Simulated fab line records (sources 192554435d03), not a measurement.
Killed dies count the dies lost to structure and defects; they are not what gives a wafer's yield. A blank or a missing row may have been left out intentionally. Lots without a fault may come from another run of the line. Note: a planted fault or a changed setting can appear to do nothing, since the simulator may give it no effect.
fab line records | flow n5_finfet
record lots=11 | wafers=32 | last_day=18
route steps=1938 shown BEOL_M4@1111 BEOL_M10@1520 PASSIVATION@1936
lots that met no fault: from a run of the same line without faults
start_h: hours from the record's opening day to when the first of the lot's shown wafers began | wait_h: hours from the lot's prior step to this one | " as in the row above | L1.1+2: one row covering several wafers at once | - value missing, or start not given | * or withheld: withheld | < > ~ a bound
route shown NAME@n: NAME is a module with steps in the file, n the number in the route of the first one | usual: average and standard deviation across the fault-free wafers | same: alike in all rows | chamber/n: place in a boat | sites: readings site by site | _std_site: the standard deviation of these | _edge_site: mean of outer sites minus mean of inner sites | radius_mm: how far each site lies from the wafer's centre | mask NAME#n: copy n | behind: the last tool/chamber to shape the wafer | hold: reason for holding the lot/hours on hold/outcome of the hold | device: whichever transistor did not switch (one of n, p or np) | end of line: the route-end tests of the same wafers | where a step has no rows: the recipe by itself | killed: not the wafer's yield, but the dies lost to structure and defects at the first sort | map: a wafer's dies, x killed, . not, _ none there
set.NAME: setting as actually run; set.NAME@STEP: the setting as run at that earlier step | model.NAME: the simulator's own value behind a step, which no gauge read
the route's steps for a sample of lots (tables are steps, rows are wafers)
services: a tool's chamber out of use, with start hour (start_h, from the record's first day; less than 0 if before it), hours out, and reason
## steps
# step N5_BEOL_M4_RC_MEAS_101
# usual DIBL_N=35.7/1.5 | DIBL_P=35.7/2 | IOFF_N=0.155/0.026 | IOFF_P=0.20/0.031 | ION_N=675/11 | ION_P=462/7.1 | SS_N=71.3/0.57 | SS_P=73.1/0.56 | VT_N=250/3 | VT_P=-251/3
lot.wafer | tool      | chamber | start_h | wait_h | DIBL_N[mV/V] | DIBL_P[mV/V] | IOFF_N[nA/um] | IOFF_P[nA/um] | ION_N[uA/um] | ION_P[uA/um] | SS_N[mV/dec] | SS_P[mV/dec] | VT_N[mV] | VT_P[mV]
L172.1    | prober-02 | 0       | 175.87  | 0.0    | 36.7         | 36.3         | 0.153         | 0.21          | 667          | 459          | 71.6         | 72.7         | 251      | -252
L172.3    | "         | 0       | "       | "      | 37.2         | 36.8         | 0.171         | 0.23          | 673          | 459          | 71.7         | 73.6         | 250      | -249
L172.6    | "         | 0       | "       | "      | 35.3         | 34.4         | 0.142         | 0.18          | 666          | 461          | 71.2         | 72.6         | 252      | -251
L175.1    | prober-01 | 0       | 195.18  | 0.0    | 33.4         | 31.3         | 0.106         | 0.17          | 662          | 458          | 70.5         | 72.4         | 255      | -253
L175.3    | "         | 0       | "       | "      | 34.5         | 33.0         | 0.128         | 0.19          | 681          | 469          | 71.2         | 73.6         | 252      | -251
L175.6    | "         | 0       | "       | "      | 38.2         | 37.4         | 0.184         | 0.25          | 683          | 470          | 72.4         | 74.7         | 248      | -248
L177.1    | prober-01 | 0       | 198.41  | 0.0    | 32.8         | 32.8         | 0.124         | 0.17          | 669          | 460          | 71.5         | 72.4         | 251      | -251
L177.3    | "         | 0       | "       | "      | 30.9         | 30.8         | 0.101         | 0.14          | 638          | 444          | 69.9         | 71.8         | 256      | -255
L177.4    | "         | 0       | "       | "      | 34.8         | 34.6         | 0.152         | 0.19          | 676          | 460          | 71.7         | 72.7         | 247      | -252
L178.2    | prober-01 | 0       | 216.71  | 0.2    | 36.2         | 37.5         | 0.178         | 0.24          | 685          | 470          | 71.6         | 72.9         | 246      | -247
L178.4    | "         | 0       | "       | "      | 37.4         | 38.2         | 0.200         | 0.24          | 684          | 469          | 71.5         | 73.6         | 245      | -246
L178.5    | "         | 0       | "       | "      | 35.3         | 36.8         | 0.169         | 0.22          | 686          | 475          | 70.8         | 72.9         | 247      | -250
L179.1    | prober-01 | 0       | 217.48  | 0.7    | 34.3         | 34.2         | 0.123         | 0.16          | 676          | 456          | 71.0         | 73.0         | 253      | -253
L179.4    | "         | 0       | "       | "      | 31.8         | 31.0         | 0.089         | 0.13          | 667          | 460          | 70.7         | 72.3         | 259      | -258
L179.5    | "         | 0       | "       | "      | 32.5         | 31.7         | 0.099         | 0.13          | 658          | 453          | 70.8         | 71.9         | 257      | -258
L181.1    | prober-01 | 0       | 224.64  | 0.0    | 34.8         | 33.6         | 0.122         | 0.17          | 652          | 450          | 71.1         | 73.1         | 255      | -256
L181.5    | "         | 0       | "       | "      | 36.7         | 35.2         | 0.161         | 0.18          | 677          | 459          | 71.2         | 73.7         | 248      | -256
L181.6    | "         | 0       | "       | "      | 36.9         | 35.2         | 0.152         | 0.19          | 675          | 450          | 71.0         | 72.9         | 253      | -256
L188.1    | prober-01 | 0       | 277.73  | 0.0    | 36.7         | 36.3         | 0.157         | 0.21          | 682          | 472          | 72.4         | 72.9         | 248      | -248
L188.3    | "         | 0       | "       | "      | 37.4         | 37.0         | 0.171         | 0.23          | 683          | 469          | 72.5         | 73.6         | 248      | -247
L188.5    | "         | 0       | "       | "      | 37.1         | 36.7         | 0.169         | 0.23          | 677          | 467          | 71.9         | 73.5         | 246      | -247
L190.3    | prober-02 | 0       | 293.25  | 0.3    | 33.4         | 34.3         | 0.121         | 0.14          | 668          | 450          | 71.4         | 72.9         | 253      | -256
L190.4    | "         | 0       | "       | "      | 34.1         | 34.8         | 0.133         | 0.15          | 677          | 455          | 71.6         | 72.9         | 250      | -257
L190.6    | "         | 0       | "       | "      | 34.6         | 35.3         | 0.136         | 0.15          | 677          | 456          | 71.7         | 72.8         | 250      | -258
L192.1    | prober-01 | 0       | 305.37  | 0.0    | 34.4         | 34.9         | 0.137         | 0.18          | 666          | 456          | 71.0         | 72.7         | 251      | -253
L192.5    | "         | 0       | "       | "      | 33.9         | 34.4         | 0.128         | 0.18          | 659          | 456          | 71.1         | 72.4         | 252      | -255
L192.6    | "         | 0       | "       | "      | 36.7         | 37.3         | 0.166         | 0.21          | 675          | 459          | 71.2         | 73.2         | 250      | -253
L193.2    | prober-02 | 0       | 312.09  | 0.2    | 31.0         | 29.9         | 0.093         | 0.14          | 657          | 459          | 69.6         | 71.6         | 255      | -254
L193.4    | "         | 0       | "       | "      | 36.2         | 35.2         | 0.162         | 0.20          | 678          | 460          | 71.8         | 73.4         | 248      | -250
L193.6    | "         | 0       | "       | "      | 37.6         | 38.5         | 0.201         | 0.26          | 679          | 464          | 71.5         | 73.3         | 249      | -248
L194.5    | prober-01 | 0       | 312.16  | 0.6    | 36.4         | 38.0         | 0.163         | 0.20          | 666          | 459          | 71.1         | 73.1         | 246      | -252
L194.6    | "         | 0       | "       | "      | 37.0         | 39.4         | 0.172         | 0.22          | 676          | 464          | 71.1         | 73.1         | 249      | -251
# step N5_BEOL_M10_CD_MEAS_35
# recipe target_cd_nm=70 | polarity=opening
# usual cd_nm=69.8/0.73
lot.wafer | tool      | chamber | start_h | wait_h | cd_nm
L172.1    | cd_sem-02 | -       | 232.31  | 0.0    | 71.5
L172.3    | "         | -       | "       | "      | 71.0
L172.6    | "         | -       | "       | "      | 70.5
L177.1    | cd_sem-01 | -       | 254.58  | 0.0    | 70.4
L177.3    | "         | -       | "       | "      | 70.2
L177.4    | "         | -       | "       | "      | 69.2
L175.1    | cd_sem-02 | -       | 254.79  | 0.0    | 70.1
L175.3    | "         | -       | "       | "      | 70.7
L175.6    | "         | -       | "       | "      | 70.2
L178.2    | cd_sem-02 | -       | 271.96  | 0.0    | 69.5
L178.4    | "         | -       | "       | "      | 70.2
L178.5    | "         | -       | "       | "      | 69.8
L181.1    | cd_sem-03 | -       | 272.49  | 0.0    | 70.3
L181.5    | "         | -       | "       | "      | 68.9
L181.6    | "         | -       | "       | "      | 70.3
L179.1    | cd_sem-02 | -       | 272.82  | 0.0    | 70.2
L179.4    | "         | -       | "       | "      | 70.3
L179.5    | "         | -       | "       | "      | 69.9
L188.1    | cd_sem-02 | -       | 332.59  | 0.0    | 70.0
L188.3    | "         | -       | "       | "      | 69.3
L188.5    | "         | -       | "       | "      | 70.0
L190.3    | cd_sem-03 | -       | 349.79  | 0.0    | 69.6
L190.4    | "         | -       | "       | "      | 68.5
L190.6    | "         | -       | "       | "      | 69.0
L192.1    | cd_sem-01 | -       | 362.64  | 0.0    | 69.8
L192.5    | "         | -       | "       | "      | 69.3
L192.6    | "         | -       | "       | "      | 69.5
L193.2    | cd_sem-01 | -       | 369.00  | 0.0    | 69.7
L193.4    | "         | -       | "       | "      | 69.2
L193.6    | "         | -       | "       | "      | 68.4
L194.5    | cd_sem-01 | -       | 371.80  | 0.0    | 71.2
L194.6    | "         | -       | "       | "      | 70.7
# step N5_BEOL_M10_ECD_50
# recipe material=Cu | target_thk_a=3180
lot.wafer  | tool      | chamber | start_h | wait_h
L172.1+3+6 | ecd_cu-02 | 0,1,0   | 233.94  | 0.1
L177.1+3+4 | ecd_cu-02 | 0,0,1   | 256.08  | 0.1
L175.1+3+6 | ecd_cu-01 | 0,1,1   | 256.40  | 0.1
L178.2+4+5 | ecd_cu-02 | 0,1,0   | 273.76  | 0.1
L181.1+5+6 | ecd_cu-02 | 1,0,1   | 274.18  | 0.1
L179.1+4+5 | ecd_cu-02 | 1,0,1   | 274.53  | 0.1
L188.1+3+5 | ecd_cu-02 | 0,1,1   | 333.78  | 0.1
L190.3+4+6 | ecd_cu-01 | 1,0,1   | 353.95  | 0.1
L192.1+5+6 | ecd_cu-01 | 0,1,0   | 365.93  | 0.1
L193.2+4+6 | ecd_cu-02 | 1,1,0   | 372.91  | 0.1
L194.5+6   | ecd_cu-02 | 0,1     | 375.24  | 0.1
# step N5_BEOL_M10_ANNEAL_51
# recipe temp_c=225 | time_s=90 | ambient=N2
# usual anneal_temp_c_max=226.00/0.24 | wafer_temp_C_max=225.67/0.22
lot.wafer | tool          | chamber | start_h | wait_h | anneal_temp_c_max | wafer_temp_C_max
L172.1    | rtp_anneal-01 | 0       | 234.05  | 0.1    | 225.51            | 225.68
L172.3    | "             | 0       | "       | "      | 225.88            | 225.29
L172.6    | "             | 0       | "       | "      | 225.76            | 225.75
L177.1    | rtp_anneal-01 | 0       | 256.82  | 0.7    | 226.12            | 225.70
L177.3    | "             | 0       | "       | "      | 226.30            | 225.84
L177.4    | "             | 0       | "       | "      | 226.14            | 225.45
L175.1    | rtp_anneal-02 | 0       | 256.83  | 0.4    | 226.28            | 225.77
L175.3    | "             | 0       | "       | "      | 225.43            | 225.82
L175.6    | "             | 0       | "       | "      | 226.22            | 225.57
L178.2    | rtp_anneal-02 | 0       | 273.92  | 0.1    | 225.99            | 225.25
L178.4    | "             | 0       | "       | "      | 225.94            | 225.64
L178.5    | "             | 0       | "       | "      | 225.87            | 225.49
L181.1    | rtp_anneal-02 | 0       | 274.69  | 0.5    | 225.57            | 225.70
L181.5    | "             | 0       | "       | "      | 225.70            | 225.76
L181.6    | "             | 0       | "       | "      | 225.90            | 225.69
L179.1    | rtp_anneal-01 | 0       | 275.28  | 0.7    | 226.02            | 225.93
L179.4    | "             | 0       | "       | "      | 226.25            | 226.05
L179.5    | "             | 0       | "       | "      | 225.92            | 225.82
L188.1    | rtp_anneal-01 | 0       | 334.12  | 0.3    | 225.90            | 225.71
L188.3    | "             | 0       | "       | "      | 225.79            | 225.37
L188.5    | "             | 0       | "       | "      | 225.77            | 225.71
L190.3    | rtp_anneal-02 | 0       | 354.12  | 0.1    | 226.61            | 225.78
L190.4    | "             | 0       | "       | "      | 226.07            | 225.55
L190.6    | "             | 0       | "       | "      | 226.07            | 226.16
L192.1    | rtp_anneal-01 | 0       | 366.20  | 0.2    | 226.20            | 225.52
L192.5    | "             | 0       | "       | "      | 226.00            | 225.67
L192.6    | "             | 0       | "       | "      | 225.91            | 225.46
L193.2    | rtp_anneal-02 | 0       | 373.06  | 0.1    | 226.22            | 225.83
L193.4    | "             | 0       | "       | "      | 225.96            | 225.92
L193.6    | "             | 0       | "       | "      | 225.78            | 225.45
L194.5    | rtp_anneal-01 | 0       | 375.47  | 0.2    | 225.50            | 225.79
L194.6    | "             | 0       | "       | "      | 225.89            | 225.42
# step N5_BEOL_M10_CMP_52
# recipe stop_on=SiCOH_lowk | t_overpolish_s=7 | down_force_psi=1 | platen_rpm=50 | clearing_platen_down_force_psi=1.5 | clearing_platen_rpm=50 | post_cmp_clean=cu_alkaline | target_thk_nm=140 | clearing_platen_pad_velocity_m_s=0.99484 | pad_velocity_m_s=0.99484
# usual edge_zone_pressure_frac=1.000/0.0046 | head_pressure_psi=1.0000/0.002 | motor_current_A=5.9/0.64 | retaining_ring_pressure_frac=1.000/0.0056 | time_to_endpoint_s=66/3.7
lot.wafer | tool   | chamber | start_h | wait_h | edge_zone_pressure_frac | head_pressure_psi | motor_current_A | retaining_ring_pressure_frac | time_to_endpoint_s
L172.3    | cmp-03 | 0       | 234.35  | 0.2    | 1.004                   | 1.0015            | 6.3             | 0.999                        | 71
L172.1    | "      | 2       | "       | "      | 0.998                   | 0.9964            | 4.6             | 1.008                        | 76
L172.6    | "      | 0       | "       | "      | 1.005                   | 0.9998            | 6.5             | 0.996                        | 66
L177.1    | cmp-01 | 3       | 257.11  | 0.3    | 1.001                   | 1.0027            | 5.3             | 0.995                        | 67
L177.3    | "      | 1       | "       | "      | 1.000                   | 0.9990            | 6.7             | 1.000                        | 65
L177.4    | "      | 2       | "       | "      | 1.000                   | 1.0008            | 5.7             | 1.001                        | 61
L175.3    | cmp-03 | 0       | 257.14  | 0.2    | 0.997                   | 1.0011            | 6.2             | 0.998                        | 66
L175.1    | "      | 2       | "       | "      | 1.011                   | 0.9995            | 4.8             | 0.998                        | 74
L175.6    | "      | 0       | "       | "      | 0.998                   | 0.9996            | 5.9             | 1.002                        | 68
L178.4    | cmp-03 | 0       | 274.17  | 0.1    | 0.996                   | 1.0022            | 6.3             | 1.004                        | 1
L178.2    | "      | 1       | "       | "      | 0.994                   | 1.0018            | 6.0             | 0.997                        | 2
L178.5    | "      | 1       | "       | "      | 0.993                   | 1.0016            | 6.0             | 0.993                        | 5
L181.1    | cmp-01 | 0       | 274.98  | 0.3    | 1.008                   | 1.0017            | 5.6             | 0.994                        | 2
L181.5    | "      | 0       | "       | "      | 1.008                   | 1.0020            | 5.8             | 1.001                        | 3
L181.6    | "      | 1       | "       | "      | 1.001                   | 1.0012            | 6.9             | 1.002                        | 5
L179.1    | cmp-02 | 0       | 275.78  | 0.5    | 0.996                   | 1.0001            | 6.3             | 1.001                        | 0
L179.4    | "      | 1       | "       | "      | 0.997                   | 0.9986            | 5.9             | 1.006                        | 4
L179.5    | "      | 1       | "       | "      | 1.001                   | 1.0002            | 5.6             | 1.003                        | 4
L188.1    | cmp-01 | 2       | 334.43  | 0.3    | 0.993                   | 1.0023            | 5.6             | 0.998                        | 57
L188.3    | "      | 1       | "       | "      | 1.000                   | 1.0005            | 6.7             | 1.004                        | 65
L188.5    | "      | 2       | "       | "      | 0.995                   | 0.9999            | 6.0             | 0.995                        | 57
L190.3    | cmp-01 | 2       | 354.37  | 0.2    | 0.992                   | 0.9963            | 5.8             | 0.997                        | 57
L190.4    | "      | 3       | "       | "      | 1.003                   | 0.9977            | 5.6             | 1.003                        | 61
L190.6    | "      | 1       | "       | "      | 1.003                   | 1.0046            | 6.5             | 1.003                        | 63
L192.1    | cmp-02 | 0       | 366.50  | 0.3    | 1.004                   | 0.9999            | 6.7             | 0.995                        | 60
L192.6    | "      | 0       | "       | "      | 0.998                   | 0.9977            | 6.5             | 1.000                        | 61
L192.5    | "      | 1       | "       | "      | 0.993                   | 1.0035            | 5.4             | 0.996                        | 68
L193.4    | cmp-03 | 0       | 373.39  | 0.2    | 1.003                   | 0.9986            | 6.2             | 0.987                        | 64
L193.2    | "      | 1       | "       | "      | 0.998                   | 0.9996            | 5.9             | 1.003                        | 65
L193.6    | "      | 2       | "       | "      | 0.996                   | 0.9991            | 4.8             | 1.003                        | 66
L194.6    | cmp-01 | 3       | 375.74  | 0.2    | 1.006                   | 1.0000            | 6.0             | 1.011                        | 66
L194.5    | "      | 0       | "       | "      | 1.000                   | 1.0012            | 5.6             | 0.997                        | 66
# step N5_PASSIVATION_PROBE_49
# usual defect_limited_yield=91.4/1.5 | killed_at_M0_to_M3=34/10 | killed_at_M4_up=15/6 | killed_at_contacts=12/6 | killed_at_front_end=37/11 | killed_at_other=3.3/2.8 | killed_dies=101/18 | killed_on_rim=14/4.4 | killed_open=66/14 | killed_short=33/7.8 | sort_bin_5_function=5.0/0.97 | sort_bin_6_memory=3.2/0.72 | sort_bin_8_speed=0.00/0.01 | sort_n_pass=1079/18 | sort_yield_pct=91.4/1.5
# same gross_dies=1180 | killed_at_back_side=0 | sort_bin_4_leakage[%]=0
lot.wafer | tool      | chamber | start_h | wait_h | defect_limited_yield[%] | killed_at_M0_to_M3 | killed_at_M4_up | killed_at_contacts | killed_at_front_end | killed_at_other | killed_dies | killed_on_rim | killed_open | killed_short | sort_bin_5_function[%] | sort_bin_6_memory[%] | sort_bin_8_speed[%] | sort_n_pass | sort_yield_pct[%]
L178.2    | prober-02 | -       | 321.89  | 0.1    | 0                       | 39                 | 1095            | 21                 | 25                  | 0               | 1180        | 152           | 58          | 36           | 96.6                   | 2.9                  | 0                   | 0           | 0
L178.4    | prober-02 | -       | 321.99  | 0.2    | 0                       | 54                 | 1067            | 15                 | 40                  | 4               | 1180        | 152           | 80          | 43           | 96.3                   | 3.3                  | 0                   | 0           | 0
L178.5    | prober-02 | -       | 322.04  | 0.2    | 0                       | 48                 | 1092            | 18                 | 20                  | 2               | 1180        | 152           | 74          | 31           | 96.4                   | 3.2                  | 0                   | 0           | 0
L181.1    | prober-02 | -       | 323.79  | 0.0    | 0                       | 47                 | 1106            | 6                  | 19                  | 2               | 1180        | 152           | 49          | 37           | 97.0                   | 2.6                  | 0                   | 0           | 0
L181.5    | prober-02 | -       | 323.99  | 0.2    | 0                       | 34                 | 1110            | 4                  | 30                  | 2               | 1180        | 152           | 48          | 35           | 97.5                   | 2.1                  | 0                   | 0           | 0
L181.6    | prober-02 | -       | 324.04  | 0.3    | 0                       | 41                 | 1105            | 2                  | 29                  | 3               | 1180        | 152           | 47          | 46           | 96.4                   | 3.2                  | 0                   | 0           | 0
L179.1    | prober-02 | -       | 330.86  | 0.0    | 0                       | 27                 | 1101            | 16                 | 35                  | 1               | 1180        | 152           | 76          | 23           | 95.9                   | 3.9                  | 0                   | 0           | 0
L179.4    | prober-02 | -       | 331.01  | 0.2    | 0                       | 32                 | 1101            | 18                 | 24                  | 5               | 1180        | 152           | 71          | 20           | 96.6                   | 3.1                  | 0                   | 0           | 0
L179.5    | prober-02 | -       | 331.06  | 0.2    | 0                       | 33                 | 1103            | 18                 | 25                  | 1               | 1180        | 152           | 66          | 22           | 96.9                   | 2.7                  | 0                   | 0           | 0
# killed by level:class
L178.2 BEOL_M10:area_ecd=1084 MOL_CONTACT_COAG:geometric_particle:open=16 BEOL_M0_SAQP:geometric_particle:open=14 BEOL_M0_SAQP:geometric_particle:short=11 BEOL_M1:geometric_particle:open=7 MOL_CONTACT_COAG:geometric_particle:short=5 STARTING-WAFER:geometric_particle:short=5 FIN_SAQP:geometric_particle:open=4
L178.4 BEOL_M10:area_ecd=1056 BEOL_M0_SAQP:geometric_particle:open=16 MOL_CONTACT_COAG:geometric_particle:open=13 FIN_SAQP:geometric_particle:open=10 BEOL_M0_SAQP:geometric_particle:short=10 BEOL_M1:geometric_particle:open=9 DUMMY_GATE:geometric_particle:open=6 BEOL_M0:geometric_particle:short=6
L178.5 BEOL_M10:area_ecd=1074 MOL_CONTACT_COAG:geometric_particle:open=11 BEOL_M0_SAQP:geometric_particle:short=11 BEOL_M2:geometric_particle:open=10 DUMMY_GATE:geometric_particle:open=9 BEOL_M0_SAQP:geometric_particle:open=8 MOL_CONTACT_COAG:geometric_particle:short=7 BEOL_M1:geometric_particle:open=7
L181.1 BEOL_M10:area_ecd=1093 BEOL_M0_SAQP:geometric_particle:short=19 BEOL_M0_SAQP:geometric_particle:open=16 BEOL_M4:geometric_particle:open=9 FIN_SAQP:geometric_particle:short=5 MOL_CONTACT_COAG:geometric_particle:open=5 BEOL_M1:geometric_particle:open=5 BEOL_M2:geometric_particle:open=4
L181.5 BEOL_M10:area_ecd=1095 BEOL_M0_SAQP:geometric_particle:short=13 BEOL_M0_SAQP:geometric_particle:open=11 STARTING-WAFER:geometric_particle:open=8 FIN_SAQP:geometric_particle:short=5 BEOL_M4:geometric_particle:open=4 STARTING-WAFER:geometric_particle:short=4 DUMMY_GATE:geometric_particle:open=3
L181.6 BEOL_M10:area_ecd=1087 BEOL_M0_SAQP:geometric_particle:short=15 BEOL_M3:geometric_particle:short=11 BEOL_M4:geometric_particle:open=11 FIN_SAQP:geometric_particle:short=7 BEOL_M0_SAQP:geometric_particle:open=7 FIN_SAQP:geometric_particle:open=6 GATE_CUT:geometric_particle:short=5
L179.1 BEOL_M10:area_ecd=1078 MOL_CONTACT_COAG:geometric_particle:open=15 DUMMY_GATE:geometric_particle:open=10 BEOL_M4:geometric_particle:open=10 GATE_CUT:geometric_particle:short=5 BEOL_M0_SAQP:geometric_particle:short=5 BEOL_M2:geometric_particle:open=5 FIN_SAQP:geometric_particle:open=4
L179.4 BEOL_M10:area_ecd=1088 MOL_CONTACT_COAG:geometric_particle:open=16 BEOL_M1:geometric_particle:open=7 BEOL_M2:geometric_particle:open=7 STI_FIN_REVEAL:geometric_particle:open=6 BEOL_M0_SAQP:geometric_particle:short=6 BEOL_M4:geometric_particle:open=6 FIN_SAQP:geometric_particle:open=5
L179.5 BEOL_M10:area_ecd=1091 MOL_CONTACT_COAG:geometric_particle:open=16 BEOL_M1:geometric_particle:open=8 BEOL_M0_SAQP:geometric_particle:open=7 BEOL_M4:geometric_particle:open=5 BEOL_M3:geometric_particle:open=5 GATE_CUT:geometric_particle:open=4 GATE_CUT:geometric_particle:short=4
## services
tool          | chamber | start_h | hours | kind
cmp-02        | -       | 223.26  | 4.3   | pm
cmp-02        | -       | 227.88  | 1.6   | repair
cmp-01        | -       | 234.04  | 3.7   | pm
ecd_cu-01     | -       | 265.64  | 1.3   | repair
cmp-03        | -       | 274.80  | 4.0   | pm
cmp-03        | -       | 278.80  | -     | consumable_replace:conditioner
cmp-03        | -       | 278.80  | -     | consumable_replace:pad
cmp-01        | -       | 288.82  | 1.2   | repair
cmp-03        | -       | 298.26  | 0.7   | repair
cmp-01        | -       | 310.90  | 4.0   | pm
cmp-01        | -       | 314.90  | -     | consumable_replace:conditioner
cmp-01        | -       | 314.90  | -     | consumable_replace:pad
cmp-03        | -       | 343.51  | 2.6   | repair
rtp_anneal-02 | -       | 361.02  | 5.6   | pm
## key
first_sign step=N5_BEOL_M10_CMP_52 | reading=time_to_endpoint_s | direction=down | sigmas=17 | usual=* | struck=*
effect step=N5_PASSIVATION_PROBE_49 | reading=killed_at_M4_up | direction=up | sigmas=99+ | usual=15 | struck=1098
more_kills_born_at N5_BEOL_M10_ECD_50@ecd_cu-02=9746
met_at N5_BEOL_M10_ECD_50
struck_lots L178,L179,L181
later_rows_left_out L178.2,L178.4,L178.5,L179.1,L179.4,L179.5,L181.1,L181.5,L181.6
not_acting_at N5_BEOL_M10_CD_MEAS_35,N5_BEOL_M10_ANNEAL_51
onset_between 256.08 273.76
fault kind=skipped_step_whole | tool=ecd_cu-02 | chamber=- | onset_h=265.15 | steps=N5_BEOL_M10_ECD_50 | scope=struck_lots_only
# later_rows_left_out: the simulator's readings of these wafers behind a module that went badly wrong aren't trusted and aren't shown, but for the sort
